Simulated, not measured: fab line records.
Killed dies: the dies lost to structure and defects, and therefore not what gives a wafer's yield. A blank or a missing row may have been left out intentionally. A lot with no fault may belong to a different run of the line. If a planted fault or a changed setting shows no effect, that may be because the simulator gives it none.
The tool behind it: which one?	flow n5-finfet	24 lots, 72 wafers sampled, at 6 steps of a route of 1938

## WHAT THE GAUGES READ, wafer by wafer
The record holds no reading of a measuring or inspecting step that can be judged against a usual standard deviation.

## EACH LOT AND THE TOOL THAT RAN IT (in order: tool; ch and the chambers of the sampled wafers; start)
lot	N5_BEOL_M10_DESCUM_16	N5_BEOL_M10_DESCUM_33	N5_BEOL_M10_ETCH_65	N5_BEOL_M10_CURE_72	N5_BEOL_M10_PRE_CLEAN_45	N5_BEOL_M10_SURFACE_TREAT_76
L074	rie-diel-01 ch 0,2,3, day 11 21:21	rie-diel-01 ch 1,2,3, day 11 22:44	rie-diel-01 ch 1,2,3, day 11 22:46	uv-cure-01 ch 1, day 11 23:28	pvd-sputter-03, day 12 00:48	pvd-sputter-03, day 12 01:13
L075	rie-diel-06 ch 0,1,3, day 12 11:41	rie-diel-04 ch 0,1,2, day 12 14:41	rie-diel-04 ch 0,1,2, day 12 14:43	uv-cure-01 ch 2, day 12 15:25	pvd-sputter-01, day 12 15:52	pvd-sputter-03, day 12 16:28
L077	rie-diel-04 ch 0,1,2, day 12 16:33	rie-diel-01 ch 1,2, day 12 17:47	rie-diel-01 ch 1,2, day 12 17:49	uv-cure-01 ch 0, day 12 18:35	pvd-sputter-02, day 12 19:16	pvd-sputter-02, day 12 19:40
L078	rie-diel-01 ch 1,2,3, day 12 23:31	rie-diel-04 ch 2,3, day 13 01:06	rie-diel-04 ch 2,3, day 13 01:08	uv-cure-01 ch 2, day 13 01:47	pvd-sputter-01, day 13 02:29	pvd-sputter-01, day 13 03:05
L076	rie-diel-04 ch 0,1,2, day 13 00:15	rie-diel-01 ch 0,2,3, day 13 01:56	rie-diel-01 ch 0,2,3, day 13 01:58	uv-cure-02 ch 0, day 13 02:37	pvd-sputter-01, day 13 02:59	pvd-sputter-02, day 13 03:34
L079	rie-diel-04 ch 0,1, day 13 03:08	rie-diel-06 ch 1,2, day 13 04:02	rie-diel-06 ch 1,2, day 13 04:04	uv-cure-01 ch 1, day 13 04:58	pvd-sputter-02, day 13 05:21	pvd-sputter-02, day 13 05:49
L081	rie-diel-06 ch 0,1, day 13 09:49	rie-diel-01 ch 0,2,3, day 13 14:22	rie-diel-01 ch 0,2,3, day 13 14:23	uv-cure-01 ch 1, day 13 15:03	pvd-sputter-01, day 13 15:31	pvd-sputter-02, day 13 16:00
L082	rie-diel-06 ch 0,2,3, day 13 20:27	rie-diel-04 ch 0,1,2, day 13 21:59	rie-diel-04 ch 0,1,2, day 13 22:01	uv-cure-02 ch 1, day 13 22:40	pvd-sputter-03, day 13 23:02	pvd-sputter-03, day 13 23:23
L080	rie-diel-04 ch 0,1,2, day 13 20:54	rie-diel-04 ch 2,3, day 13 22:37	rie-diel-04 ch 2,3, day 13 22:40	uv-cure-01 ch 2, day 13 23:38	pvd-sputter-03, day 14 00:09	pvd-sputter-01, day 14 01:31
L083	rie-diel-04 ch 0,1,2, day 14 01:46	rie-diel-04 ch 0,2,3, day 14 04:02	rie-diel-04 ch 0,2,3, day 14 04:04	uv-cure-01 ch 2, day 14 04:43	pvd-sputter-03, day 14 05:32	pvd-sputter-02, day 14 05:55
L084	rie-diel-01 ch 1,2, day 14 03:05	rie-diel-06 ch 0,1,3, day 14 04:04	rie-diel-06 ch 0,1,3, day 14 04:06	uv-cure-02 ch 0, day 14 04:55	pvd-sputter-01, day 14 05:22	pvd-sputter-03, day 14 05:44
L085	rie-diel-01 ch 0,2, day 14 20:26	rie-diel-04 ch 1,3, day 14 23:04	rie-diel-04 ch 1,3, day 14 23:07	uv-cure-02 ch 1, day 15 00:12	pvd-sputter-02, day 15 00:45	pvd-sputter-02, day 15 01:07
L086	rie-diel-04 ch 1,2, day 15 03:56	rie-diel-06 ch 0,3, day 15 06:16	rie-diel-06 ch 0,3, day 15 06:17	uv-cure-01 ch 1, day 15 06:57	pvd-sputter-01, day 15 07:22	pvd-sputter-03, day 15 07:46
L087	rie-diel-04 ch 2,3, day 15 07:31	rie-diel-06 ch 0,1,2, day 15 08:49	rie-diel-06 ch 0,1,2, day 15 08:51	uv-cure-02 ch 1, day 15 09:43	pvd-sputter-01, day 15 11:04	pvd-sputter-03, day 15 11:26
L088	rie-diel-06 ch 0,3, day 15 07:40	rie-diel-04 ch 1,2, day 15 08:39	rie-diel-04 ch 1,2, day 15 08:41	uv-cure-01 ch 1, day 15 09:24	pvd-sputter-03, day 15 11:02	pvd-sputter-03, day 15 11:24
L089	rie-diel-06 ch 0,1,2, day 16 01:45	rie-diel-01 ch 1,2, day 16 02:50	rie-diel-01 ch 1,2, day 16 02:52	uv-cure-01 ch 0, day 16 03:35	pvd-sputter-02, day 16 04:17	pvd-sputter-02, day 16 06:25
L090	rie-diel-01 ch 0,1,3, day 16 13:20	rie-diel-06 ch 1,3, day 16 14:26	rie-diel-06 ch 1,3, day 16 14:28	uv-cure-01 ch 2, day 16 15:07	pvd-sputter-01, day 16 15:34	pvd-sputter-02, day 16 18:56
L092	rie-diel-06 ch 0,1,3, day 16 15:18	rie-diel-04 ch 1,2,3, day 16 18:26	rie-diel-04 ch 1,2,3, day 16 18:28	uv-cure-01 ch 2, day 16 19:23	pvd-sputter-01, day 16 19:55	pvd-sputter-01, day 16 20:51
L093	rie-diel-01 ch 1,3, day 16 15:29	rie-diel-06 ch 1,3, day 16 18:16	rie-diel-06 ch 1,3, day 16 18:17	uv-cure-02 ch 1, day 16 18:57	pvd-sputter-02, day 16 19:25	pvd-sputter-01, day 16 19:47
L091	rie-diel-06 ch 2,3, day 17 02:40	rie-diel-06 ch 2,3, day 17 04:43	rie-diel-06 ch 2,3, day 17 04:44	uv-cure-01 ch 1, day 17 05:23	pvd-sputter-03, day 17 05:45	pvd-sputter-03, day 17 06:13
L096	rie-diel-01 ch 0,1,3, day 17 19:09	rie-diel-04 ch 0,1,2, day 17 20:53	rie-diel-04 ch 0,1,2, day 17 20:55	uv-cure-02 ch 0, day 17 21:34	pvd-sputter-01, day 17 22:17	pvd-sputter-02, day 17 22:52
L095	rie-diel-06 ch 0,3, day 18 03:25	rie-diel-04 ch 0,1,2, day 18 04:26	rie-diel-04 ch 0,1,2, day 18 04:28	uv-cure-01 ch 1, day 18 05:08	pvd-sputter-01, day 18 05:55	pvd-sputter-01, day 18 06:19
L097	rie-diel-01 ch 0,1,3, day 18 12:14	rie-diel-01 ch 0,1,3, day 18 13:28	rie-diel-01 ch 0,1,3, day 18 13:31	uv-cure-01 ch 0, day 18 14:18	pvd-sputter-03, day 18 14:58	pvd-sputter-03, day 18 15:22
L094	rie-diel-04 ch 0,1,3, day 18 15:17	rie-diel-06 ch 1,3, day 18 18:39	rie-diel-06 ch 1,3, day 18 18:41	uv-cure-02 ch 1, day 18 19:22	pvd-sputter-02, day 18 20:35	pvd-sputter-02, day 18 21:02
- N5_BEOL_M10_DESCUM_16: chemistry O2, time 7.9 s.
- N5_BEOL_M10_DESCUM_33: chemistry O2, time 7.9 s.
- N5_BEOL_M10_ETCH_65: etches SiARC in CF4, target depth 39 nm, time 65 s.
- N5_BEOL_M10_CURE_72: cures SiCOH lowk, time 120 s.
- N5_BEOL_M10_PRE_CLEAN_45: time 30 s.
- N5_BEOL_M10_SURFACE_TREAT_76

## AS READ BY THE TOOLS THEMSELVES (means over the sampled wafers that have a number; for cases with no such wafer, the mark the record gives instead)
N5_BEOL_M10_DESCUM_16. Usual: drypump-motor-current-A 5.8 A, standard deviation 0.4; oes-product-au 0.76 a.u., standard deviation 0.07; rf-vpp-V 243.3 V, standard deviation 1.1; showerhead-plenum-p-Torr 2.11 Torr, standard deviation 0.053; throttle-valve-pct 20.50 %, standard deviation 0.19.
lot	tool	drypump-motor-current-A (A)	oes-product-au (a.u.)	rf-vpp-V (V)	showerhead-plenum-p-Torr (Torr)	throttle-valve-pct (%)	flag
L074	rie-diel-01	5.8	0.80	242.8	2.11	20.53	
L075	rie-diel-06	5.9	0.76	243.0	2.09	20.56	
L077	rie-diel-04	5.7	0.78	244.9	2.15	20.49	
L078	rie-diel-01	5.8	0.78	241.6	2.07	20.53	
L076	rie-diel-04	5.7	0.77	244.8	2.15	20.50	
L079	rie-diel-04	5.7	0.80	243.7	2.13	20.22	
L081	rie-diel-06	5.8	0.75	243.2	2.08	20.64	
L082	rie-diel-06	5.7	0.71	243.9	2.11	20.54	
L080	rie-diel-04	5.7	0.76	243.5	2.15	20.50	
L083	rie-diel-04	5.7	0.76	244.0	2.15	20.52	
L084	rie-diel-01	5.9	0.79	242.8	2.07	20.50	
L085	rie-diel-01	6.1	0.80	242.0	2.07	20.58	
L086	rie-diel-04	5.3	0.82	242.5	2.10	20.32	
L087	rie-diel-04	5.8	0.88	244.1	2.15	20.54	
L088	rie-diel-06	5.9	0.71	243.0	2.08	20.61	
L089	rie-diel-06	5.6	0.72	243.0	2.11	20.56	
L090	rie-diel-01	5.7	0.76	243.3	2.12	20.56	
L092	rie-diel-06	5.9	0.72	243.3	2.08	20.62	
L093	rie-diel-01	5.7	0.72	243.0	2.08	20.59	
L091	rie-diel-06	5.3	0.69	243.2	2.13	20.47	
L096	rie-diel-01	5.7	0.74	243.3	2.11	20.59	
L095	rie-diel-06	6.0	0.88	242.7	2.07	20.45	
L097	rie-diel-01	5.7	0.74	243.3	2.11	20.58	
L094	rie-diel-04	6.1	0.84	244.0	2.14	20.20	

N5_BEOL_M10_DESCUM_33. Usual: drypump-motor-current-A 5.8 A, standard deviation 0.42; oes-product-au 0.76 a.u., standard deviation 0.065; rf-vpp-V 243.5 V, standard deviation 1.1; showerhead-plenum-p-Torr 2.12 Torr, standard deviation 0.051; throttle-valve-pct 20.50 %, standard deviation 0.21.
lot	tool	drypump-motor-current-A (A)	oes-product-au (a.u.)	rf-vpp-V (V)	showerhead-plenum-p-Torr (Torr)	throttle-valve-pct (%)	flag
L074	rie-diel-01	5.9	0.79	243.4	2.08	20.50	
L075	rie-diel-04	5.7	0.78	243.9	2.15	20.48	
L077	rie-diel-01	6.1	0.81	242.5	2.05	20.53	
L078	rie-diel-04	5.8	0.69	243.8	2.16	20.77	
L076	rie-diel-01	5.9	0.79	243.3	2.10	20.56	
L079	rie-diel-06	5.3	0.74	244.4	2.15	20.42	
L081	rie-diel-01	5.8	0.78	242.4	2.10	20.56	
L082	rie-diel-04	5.7	0.77	244.8	2.15	20.52	
L080	rie-diel-04	5.8	0.69	244.5	2.15	20.78	
L083	rie-diel-04	6.1	0.74	244.7	2.17	20.56	
L084	rie-diel-06	5.8	0.74	242.0	2.09	20.58	
L085	rie-diel-04	5.7	0.74	243.1	2.11	20.23	
L086	rie-diel-06	5.9	0.71	242.5	2.08	20.58	
L087	rie-diel-06	5.6	0.73	243.6	2.11	20.56	
L088	rie-diel-04	5.3	0.82	243.1	2.10	20.33	
L089	rie-diel-01	6.1	0.77	242.8	2.04	20.58	
L090	rie-diel-06	5.8	0.73	243.6	2.09	20.56	
L092	rie-diel-04	5.7	0.79	243.1	2.13	20.40	
L093	rie-diel-06	5.8	0.75	243.1	2.09	20.54	
L091	rie-diel-06	5.6	0.70	243.1	2.11	20.52	
L096	rie-diel-04	5.7	0.82	244.0	2.14	20.42	
L095	rie-diel-04	5.7	0.81	243.5	2.14	20.43	
L097	rie-diel-01	5.7	0.73	243.8	2.11	20.59	
L094	rie-diel-06	5.8	0.71	242.3	2.08	20.58	

N5_BEOL_M10_ETCH_65. Usual: drypump-motor-current-A 5.8 A, standard deviation 0.42; etch-rf-on-time-s 64.8 s, standard deviation 0.75; oes-product-au 0.65 a.u., standard deviation 0.055; rf-vpp-V 184.2 V, standard deviation 1.1; showerhead-plenum-p-Torr 2.16 Torr, standard deviation 0.049; throttle-valve-pct 15.68 %, standard deviation 0.19.
lot	tool	drypump-motor-current-A (A)	etch-rf-on-time-s (s)	oes-product-au (a.u.)	rf-vpp-V (V)	showerhead-plenum-p-Torr (Torr)	throttle-valve-pct (%)	flag
L074	rie-diel-01	5.9	65.0	0.68	182.9	2.12	15.69	
L075	rie-diel-04	5.7	64.5	0.66	184.5	2.20	15.68	
L077	rie-diel-01	6.1	64.4	0.68	183.6	2.10	15.69	
L078	rie-diel-04	5.8	65.2	0.60	184.8	2.20	15.94	
L076	rie-diel-01	5.8	64.1	0.67	184.2	2.15	15.74	
L079	rie-diel-06	5.3	64.5	0.64	184.5	2.20	15.63	
L081	rie-diel-01	5.9	65.8	0.66	184.2	2.15	15.75	
L082	rie-diel-04	5.7	65.0	0.65	184.8	2.20	15.70	
L080	rie-diel-04	5.8	64.8	0.59	184.1	2.19	15.95	
L083	rie-diel-04	6.1	64.7	0.64	184.5	2.21	15.75	
L084	rie-diel-06	5.9	64.3	0.64	183.9	2.13	15.74	
L085	rie-diel-04	5.7	65.8	0.63	183.6	2.15	15.47	
L086	rie-diel-06	5.9	63.9	0.61	183.3	2.12	15.75	
L087	rie-diel-06	5.6	64.6	0.62	183.7	2.16	15.77	
L088	rie-diel-04	5.3	65.3	0.70	184.1	2.15	15.52	
L089	rie-diel-01	6.1	64.3	0.67	183.2	2.09	15.76	
L090	rie-diel-06	5.8	64.7	0.63	183.6	2.13	15.70	
L092	rie-diel-04	5.8	65.3	0.67	185.0	2.17	15.59	
L093	rie-diel-06	5.8	65.1	0.64	184.2	2.14	15.71	
L091	rie-diel-06	5.6	64.4	0.60	184.1	2.15	15.67	
L096	rie-diel-04	5.7	64.4	0.70	183.8	2.18	15.60	
L095	rie-diel-04	5.7	64.6	0.70	184.8	2.18	15.61	
L097	rie-diel-01	5.7	65.3	0.63	184.3	2.16	15.77	
L094	rie-diel-06	5.9	64.2	0.61	183.8	2.12	15.74	

N5_BEOL_M10_CURE_72. Usual: lamp-power-pct 52.31 %, standard deviation 0.055; wafer_temp_C_max 371.6, standard deviation 0.43.
lot	tool	lamp-power-pct (%)	wafer_temp_C_max	flag
L074	uv-cure-01	52.29	371.6	
L075	uv-cure-01	52.33	371.2	
L077	uv-cure-01	52.26	371.5	
L078	uv-cure-01	52.33	371.8	
L076	uv-cure-02	52.30	371.8	
L079	uv-cure-01	52.30	371.2	
L081	uv-cure-01	52.35	371.6	
L082	uv-cure-02	52.30	372.2	
L080	uv-cure-01	52.30	371.7	
L083	uv-cure-01	52.33	371.4	
L084	uv-cure-02	52.33	372.0	
L085	uv-cure-02	52.27	371.8	
L086	uv-cure-01	52.26	371.7	
L087	uv-cure-02	52.33	372.3	
L088	uv-cure-01	52.29	371.8	
L089	uv-cure-01	52.34	371.1	
L090	uv-cure-01	52.33	371.6	
L092	uv-cure-01	52.33	371.7	
L093	uv-cure-02	52.27	371.7	
L091	uv-cure-01	52.30	371.1	
L096	uv-cure-02	52.33	371.8	
L095	uv-cure-01	52.29	371.8	
L097	uv-cure-01	52.31	370.9	
L094	uv-cure-02	52.29	371.6	

N5_BEOL_M10_PRE_CLEAN_45. Usual: heater-power-w at 347 W, with a standard deviation of 37.
lot	tool	heater-power-w (W)	flag
L074	pvd-sputter-03	315	
L075	pvd-sputter-01	351	
L077	pvd-sputter-02	340	
L078	pvd-sputter-01	393	
L076	pvd-sputter-01	368	
L079	pvd-sputter-02	352	
L081	pvd-sputter-01	346	
L082	pvd-sputter-03	297	
L080	pvd-sputter-03	292	
L083	pvd-sputter-03	308	
L084	pvd-sputter-01	366	
L085	pvd-sputter-02	371	
L086	pvd-sputter-01	351	
L087	pvd-sputter-01	346	
L088	pvd-sputter-03	310	
L089	pvd-sputter-02	352	
L090	pvd-sputter-01	372	
L092	pvd-sputter-01	366	
L093	pvd-sputter-02	355	
L091	pvd-sputter-03	320	
L096	pvd-sputter-01	353	
L095	pvd-sputter-01	349	
L097	pvd-sputter-03	304	
L094	pvd-sputter-02	369	

## THE ANSWER, worked out from the rows above alone
Rule: a lot is off if the mean of its wafers that have a number lies more than 3 standard deviations from the usual mean. Also off: a lot with no number at a reading for which 4 or more lots have one. The other lots that the step has rows for count as sound. The gauges are gone through in route order, then the tools' own readings, and for those a lot's mean is taken as printed above. At the first step where some lot is off, the reading lying furthest off is the one used; lots without a number count as furthest.
None of the lots is off at any reading shown; this tells nothing.

## WHAT WAS PUT IN BY THE SIMULATOR
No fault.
